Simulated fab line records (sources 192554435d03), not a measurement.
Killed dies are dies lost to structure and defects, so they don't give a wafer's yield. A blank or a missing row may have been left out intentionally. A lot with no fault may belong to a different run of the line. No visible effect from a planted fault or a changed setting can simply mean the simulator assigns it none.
Chamber matching	flow n5 finfet	rie diel-05 running N5_BEOL_M2_ETCH_70: 4 sister chambers
The step etches SOC in N2/H2, target depth 80 nm, overetch 24 nm, time 130 s. 4 wafers are shown with their chamber, then 8 later ones without.

WAFERS PAIRED WITH THEIR CHAMBERS
wafer	chamber	showerhead plenum p Torr (Torr)
L079.6	1	2.59
L088.1	0	2.47
L088.4	2	2.46
L090.1	3	2.69

WAFERS WITHOUT THEIR CHAMBER
wafer	showerhead plenum p Torr (Torr)
L090.3	2.46
L090.4	2.58
L096.1	2.47
L096.4	2.69
L096.5	2.57
L097.1	2.46
L097.3	2.45
L097.5	2.57

WHICH CHAMBER EACH WENT THROUGH
wafer	from the rows above	in truth
L090.3	can't be placed: 2 or 0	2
L090.4	1	1
L096.1	can't be placed: 0 or 2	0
L096.4	3	3
L096.5	1	1
L097.1	can't be placed: 2 or 0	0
L097.3	can't be placed: 2 or 0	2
L097.5	1	1
Correct placement for 4 of the 8. From these rows, 4 cannot be placed; in 4 the true chamber is one of the candidates. Wrongly placed: 0.
How it was worked out, from the rows above alone: a wafer's distance from a chamber is the root of the sum, over the readings, of the square of ((its reading less the chamber's mean) divided by the reading's scatter). If the next closest chamber is less than 2 further off than the closest, the wafer can't be placed; otherwise it belongs to the closest. The mean given for a chamber averages the wafers shown for that chamber. The scatter: root of mean squared gap, hidden wafer to nearest shown wafer, with one shown wafer a chamber.
